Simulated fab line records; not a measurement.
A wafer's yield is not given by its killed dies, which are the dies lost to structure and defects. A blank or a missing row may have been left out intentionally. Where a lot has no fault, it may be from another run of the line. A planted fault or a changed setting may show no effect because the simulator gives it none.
Which tool was responsible?	flow nandHarc	42 wafers from 14 lots sampled at 5 of the route's 1159 steps

## WHAT THE GAUGES SHOWED, per wafer
NHARC_END_SORT_01.
lot	measured	on	killedAtArray	killedAtOther	killedAtPeriphery	killedDies	killedOpen	killedShort
L937	day 22 06:48	prober-02	109 106 109	0 0 0	4 2 3	113 108 112	6 1 1	0 3 1
L940	day 22 17:02	prober-02	122 69 80	0 0 0	3 4 4	125 73 84	1 4 5	1 3 4

## WHICH TOOL RAN EACH LOT (tool, then ch and the chambers of the sampled wafers, then the start)
lot	NHARC_A_STAIRCASE_ETCH_315	NHARC_A_BONDPAD_PRE_CLEAN_26	NHARC_THIN_TSV_STRIP_45	NHARC_THIN_TSV_STRIP_62
L927	rieDiel-12 ch 0,1,2, day 12 04:25	pvdSputter-03, day 19 04:26 or earlier	plasmaAsher-01 ch 0,1, day 19 04:26	plasmaAsher-02 ch 0,1, day 19 05:59
L926	rieDiel-04 ch 0,1,3, day 12 05:10	pvdSputter-02, day 18 17:37 or earlier	plasmaAsher-01 ch 0,1, day 18 17:37	plasmaAsher-02 ch 0,1, day 18 19:32
L928	rieDiel-12 ch 1,3, day 12 17:02	pvdSputter-03, day 19 07:02 or earlier	plasmaAsher-01 ch 0,1, day 19 07:02	plasmaAsher-02 ch 0,1, day 19 08:34
L931	rieDiel-04 ch 0,3, day 13 14:58	pvdSputter-03, day 20 14:47 or earlier	plasmaAsher-02 ch 0,1, day 20 14:47	plasmaAsher-01 ch 0,1, day 20 16:20
L936	rieDiel-04 ch 0,1, day 14 18:00	pvdSputter-03, day 21 05:40 or earlier	plasmaAsher-01 ch 0,1, day 21 05:40	plasmaAsher-02 ch 0, day 21 07:23
L937	rieDiel-11 ch 1,2, day 15 03:39	pvdSputter-03, day 21 17:03 or earlier	plasmaAsher-02 ch 0,1, day 21 17:03	plasmaAsher-01 ch 1, day 21 18:37
L940	rieDiel-11 ch 2,3, day 15 11:20	pvdSputter-01, day 22 02:40 or earlier	plasmaAsher-02 ch 0,1, day 22 02:40	plasmaAsher-02 ch 0,1, day 22 04:31
L941	rieDiel-12 ch 1,2,3, day 16 01:13	pvdSputter-01, day 22 15:41 or earlier	plasmaAsher-02 ch 0,1, day 22 15:41	plasmaAsher-02 ch 0,1, day 22 17:16
L944	rieDiel-12 ch 2,3, day 16 11:57	pvdSputter-03, day 23 18:39 or earlier	plasmaAsher-02 ch 0, day 23 18:39	plasmaAsher-02 ch 0,1, day 23 21:19
L942	rieDiel-12 ch 0,2,3, day 16 13:25	pvdSputter-01, day 23 02:25 or earlier	plasmaAsher-02 ch 0,1, day 23 02:25	plasmaAsher-02 ch 0,1, day 23 03:55
L945	rieDiel-04 ch 0,1, day 16 14:08	pvdSputter-02, day 23 18:56 or earlier	plasmaAsher-02 ch 0,1, day 23 18:56	plasmaAsher-02 ch 0,1, day 23 21:27
L947	rieDiel-12 ch 0,1,3, day 17 09:28	pvdSputter-02, day 24 09:38 or earlier	plasmaAsher-02 ch 0,1, day 24 09:38	plasmaAsher-02 ch 0,1, day 24 11:49
L948	rieDiel-04 ch 1,3, day 17 14:00	pvdSputter-01, day 24 05:31 or earlier	plasmaAsher-02 ch 0, day 24 05:31	plasmaAsher-02 ch 0,1, day 24 07:16
L946	rieDiel-11 ch 0,1,2, day 17 18:00	pvdSputter-03, day 24 04:41 or earlier	plasmaAsher-02 ch 0,1, day 24 04:41	plasmaAsher-02 ch 0,1, day 24 06:31
- NHARC_A_STAIRCASE_ETCH_315: etches the open film in C4F8/O2/Ar, target depth 2500 nm, time 607.1 s.
- NHARC_A_BONDPAD_PRE_CLEAN_26: time 30 s.
- NHARC_THIN_TSV_STRIP_45: strips in O2.
- NHARC_THIN_TSV_STRIP_62: strips in N2/H2, time 20 s.

## AS READ BY THE TOOLS THEMSELVES (means over the sampled wafers that have a number; for cases with no such wafer, the mark the record gives instead)
NHARC_A_STAIRCASE_ETCH_315.
lot	tool	oesProductAu (a.u.)	rfVppV (V)
L927	rieDiel-12	0.931	1821
L926	rieDiel-04	0.934	1824
L928	rieDiel-12	0.928	1829
L931	rieDiel-04	0.925	1819
L936	rieDiel-04	0.931	1815
L937	rieDiel-11	0.933	1829
L940	rieDiel-11	0.940	1841
L941	rieDiel-12	0.924	1825
L944	rieDiel-12	0.925	1832
L942	rieDiel-12	0.913	1829
L945	rieDiel-04	0.933	1815
L947	rieDiel-12	0.926	1825
L948	rieDiel-04	0.938	1829
L946	rieDiel-11	0.929	1832

NHARC_A_BONDPAD_PRE_CLEAN_26.
lot	tool	heaterPowerW (W)
L927	pvdSputter-03	456
L926	pvdSputter-02	399
L928	pvdSputter-03	423
L931	pvdSputter-03	459
L936	pvdSputter-03	437
L937	pvdSputter-03	458
L940	pvdSputter-01	376
L941	pvdSputter-01	390
L944	pvdSputter-03	432
L942	pvdSputter-01	366
L945	pvdSputter-02	403
L947	pvdSputter-02	384
L948	pvdSputter-01	381
L946	pvdSputter-03	415

NHARC_THIN_TSV_STRIP_45.
lot	tool	drypumpMotorCurrentA (A)	heaterPowerW (W)
L927	plasmaAsher-01	5.3	306
L926	plasmaAsher-01	5.3	307
L928	plasmaAsher-01	5.3	302
L931	plasmaAsher-02	5.6	324
L936	plasmaAsher-01	5.2	307
L937	plasmaAsher-02	5.6	317
L940	plasmaAsher-02	5.3	316
L941	plasmaAsher-02	5.4	309
L944	plasmaAsher-02	5.8	329
L942	plasmaAsher-02	5.6	324
L945	plasmaAsher-02	5.3	316
L947	plasmaAsher-02	5.5	324
L948	plasmaAsher-02	5.8	330
L946	plasmaAsher-02	5.5	322

NHARC_THIN_TSV_STRIP_62.
lot	tool	drypumpMotorCurrentA (A)	heaterPowerW (W)
L927	plasmaAsher-02	5.6	319
L926	plasmaAsher-02	5.6	319
L928	plasmaAsher-02	5.5	322
L931	plasmaAsher-01	5.3	310
L936	plasmaAsher-02	5.8	334
L937	plasmaAsher-01	5.0	298
L940	plasmaAsher-02	5.6	317
L941	plasmaAsher-02	5.6	321
L944	plasmaAsher-02	5.6	320
L942	plasmaAsher-02	5.5	324
L945	plasmaAsher-02	5.6	318
L947	plasmaAsher-02	5.3	317
L948	plasmaAsher-02	5.3	316
L946	plasmaAsher-02	5.3	315

## THE ANSWER, worked out from the rows above alone
Rule: the usual values come from the lots themselves. Put in order of their means at a reading, lots are off if they are a third of the lots or fewer, leave a main group of 4 or more, and stand apart from it by a gap of 3 or more times the standard deviation of the main group's means; of several such gaps the widest counts. If all means in a main group match to the digits the tables above print for the reading, that group is not used. A lot without any number at a reading at which 4 lots or more have one is off too. The other lots that the step has rows for count as sound. Order of review: gauges by route order, followed by the tools' own readings, for which a lot's mean as printed above is used. At the first step where some lot is off, the reading lying furthest off is the one used; lots without a number count as furthest.
No lot is off on any of the readings shown, so nothing can be concluded from this.

## WHAT HAD BEEN PUT IN BY THE SIMULATOR
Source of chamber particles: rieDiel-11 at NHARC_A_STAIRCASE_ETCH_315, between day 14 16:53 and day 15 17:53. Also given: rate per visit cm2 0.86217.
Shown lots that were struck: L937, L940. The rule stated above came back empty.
